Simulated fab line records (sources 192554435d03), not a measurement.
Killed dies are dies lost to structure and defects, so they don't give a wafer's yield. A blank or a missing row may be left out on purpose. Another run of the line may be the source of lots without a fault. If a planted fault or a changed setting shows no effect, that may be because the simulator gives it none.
Split-lot trial / flow n5 finfet / 7 lots, 21 wafers read, on a route of 1938 steps

ON THE SPLIT
At N5_PMOS_HMC_CHANNEL_EPI_PEB_07 (peb time 60 s), the setting peb time s was moved away from the recipe's 60 s on 5 of the 21 wafers read, by -17.5% to +13.3%. This setting was run at the recipe's value on the other wafers.

FROM THE SPLIT TO THE READING: what the file shows between them, 1 step
- N5_PMOS_HMC_CHANNEL_EPI_DEVELOP_08: develop time 30 s (also split here: develop time s)

THE READING
cd nm (nm) at N5_PMOS_HMC_CHANNEL_EPI_CD_MEAS_09, where the cd target is 237.4 nm. Fault-free wafers of this fab line usually give 237.4 nm, standard deviation 0.96 nm.

wafer=L074.1; tool, chamber at the split=litho track-05, 0; peb time s as run, s=60; against the recipe=recipe; cd nm, nm=235.5; against lot-mates on the recipe=-
wafer=L074.4; tool, chamber at the split=litho track-05, 0; peb time s as run, s=60; against the recipe=recipe; cd nm, nm=238.7; against lot-mates on the recipe=-
wafer=L074.5; tool, chamber at the split=litho track-05, 0; peb time s as run, s=60; against the recipe=recipe; cd nm, nm=237.3; against lot-mates on the recipe=-
wafer=L075.3; tool, chamber at the split=litho track-01, 0; peb time s as run, s=60; against the recipe=recipe; cd nm, nm=237.3; against lot-mates on the recipe=-
wafer=L075.4; tool, chamber at the split=litho track-01, 0; peb time s as run, s=60; against the recipe=recipe; cd nm, nm=237.6; against lot-mates on the recipe=-
wafer=L075.5; tool, chamber at the split=litho track-01, 0; peb time s as run, s=60; against the recipe=recipe; cd nm, nm=237.2; against lot-mates on the recipe=-
wafer=L085.2; tool, chamber at the split=litho track-01, 0; peb time s as run, s=60; against the recipe=recipe; cd nm, nm=237.5; against lot-mates on the recipe=-
wafer=L085.3; tool, chamber at the split=litho track-01, 0; peb time s as run, s=67.97; against the recipe=+13.3%; cd nm, nm=242.2; against lot-mates on the recipe=+4.5
wafer=L085.4; tool, chamber at the split=litho track-01, 0; peb time s as run, s=60; against the recipe=recipe; cd nm, nm=237.9; against lot-mates on the recipe=-
wafer=L086.2; tool, chamber at the split=litho track-01, 0; peb time s as run, s=60; against the recipe=recipe; cd nm, nm=238.6; against lot-mates on the recipe=-
wafer=L086.3; tool, chamber at the split=litho track-01, 0; peb time s as run, s=60; against the recipe=recipe; cd nm, nm=236.5; against lot-mates on the recipe=-
wafer=L086.4; tool, chamber at the split=litho track-01, 0; peb time s as run, s=60; against the recipe=recipe; cd nm, nm=239.0; against lot-mates on the recipe=-
wafer=L089.2; tool, chamber at the split=litho track-01, 0; peb time s as run, s=60; against the recipe=recipe; cd nm, nm=237.7; against lot-mates on the recipe=-
wafer=L089.4; tool, chamber at the split=litho track-01, 0; peb time s as run, s=52.06; against the recipe=-13.2%; cd nm, nm=232.5; against lot-mates on the recipe=-5.1
wafer=L089.5; tool, chamber at the split=litho track-01, 0; peb time s as run, s=60; against the recipe=recipe; cd nm, nm=237.6; against lot-mates on the recipe=-
wafer=L095.3; tool, chamber at the split=litho track-01, 0; peb time s as run, s=49.52; against the recipe=-17.5%; cd nm, nm=229.6; against lot-mates on the recipe=-6.7
wafer=L095.4; tool, chamber at the split=litho track-01, 0; peb time s as run, s=60; against the recipe=recipe; cd nm, nm=235.8; against lot-mates on the recipe=-
wafer=L095.5; tool, chamber at the split=litho track-01, 0; peb time s as run, s=60; against the recipe=recipe; cd nm, nm=236.8; against lot-mates on the recipe=-
wafer=L096.3; tool, chamber at the split=litho track-01, 0; peb time s as run, s=64.42; against the recipe=+7.4%; cd nm, nm=237.5; against lot-mates on the recipe=-0.3
wafer=L096.5; tool, chamber at the split=litho track-01, 0; peb time s as run, s=64.42; against the recipe=+7.4%; cd nm, nm=238.8; against lot-mates on the recipe=+1.0
wafer=L096.6; tool, chamber at the split=litho track-01, 0; peb time s as run, s=60; against the recipe=recipe; cd nm, nm=237.8; against lot-mates on the recipe=-

FIT RESULTS
A straight line over all 21 wafers: cd nm changes by +0.36 nm for each +1% of peb time s; r = +0.90; the points scatter about the line by 1.1 nm.
The same after taking each lot's own level away (the mean of its wafers on the recipe; 21 wafers): +0.326 nm for each +1%; r = +0.90; scatter 1 nm.
On that fit, the largest move of peb time s shifts the reading by 5.7 nm.
From 236.30 to 238.03 nm: that is the span of the lots' own levels, equal to 1.8 times the standard deviation above.
So the lot-to-lot level changes the slope: the two fits differ.
Check: for one of the wafers moved furthest among these (-17.5%), held out of the fit, the line's prediction against its lot-mates is -5.39 nm. It came out at -6.7 nm against them.

ADDITIONAL SPLITS CARRIED BY THESE WAFERS
Before the reading, these wafers also passed through other splits. Each is held against what the fit with the lots' levels taken away leaves over:
other split on the same wafers=N5_PMOS_HMC_CHANNEL_EPI_DEVELOP_08 develop time s; wafers away from the commonest value=8; r with cd nm (lot level and that fit taken away)=+0.58

THE WHOLE CHAIN: every reading that the file lists as answering this split, in the file's order
step=N5_PMOS_HMC_CHANNEL_EPI_CD_MEAS_09; what it does=target cd 237.4 nm; reading=cd nm; change (the file's fit)=+0.35 nm for each +1% of the setting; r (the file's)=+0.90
step=N5_PMOS_HMC_CHANNEL_EPI_DESCUM_14; what it does=chemistry O2, time 7.9 s; reading=PMOS_HMC_CHANNEL_EPI.cd nm (the simulator's own value, which no gauge read); change (the file's fit)=+0.34 nm for each +1% of the setting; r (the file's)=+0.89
step=N5_PMOS_HMC_CHANNEL_EPI_ETCH_32; what it does=etches BARC in N2/H2, stops on SiO2, target depth 85.8 nm, time 50.3 s; reading=PMOS_HMC_CHANNEL_EPI.cd nm (the simulator's own value, which no gauge read); change (the file's fit)=+0.327 nm for each +1% of the setting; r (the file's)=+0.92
step=N5_PMOS_HMC_CHANNEL_EPI_ETCH_38; what it does=etches SiO2 in CF4, target depth 1.5 nm; reading=PMOS_HMC_CHANNEL_EPI.cd nm (the simulator's own value, which no gauge read); change (the file's fit)=+0.324 nm for each +1% of the setting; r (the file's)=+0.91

FILE'S OWN FIT
cd nm changes by +0.35 nm for each +1% of peb time s, r = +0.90.
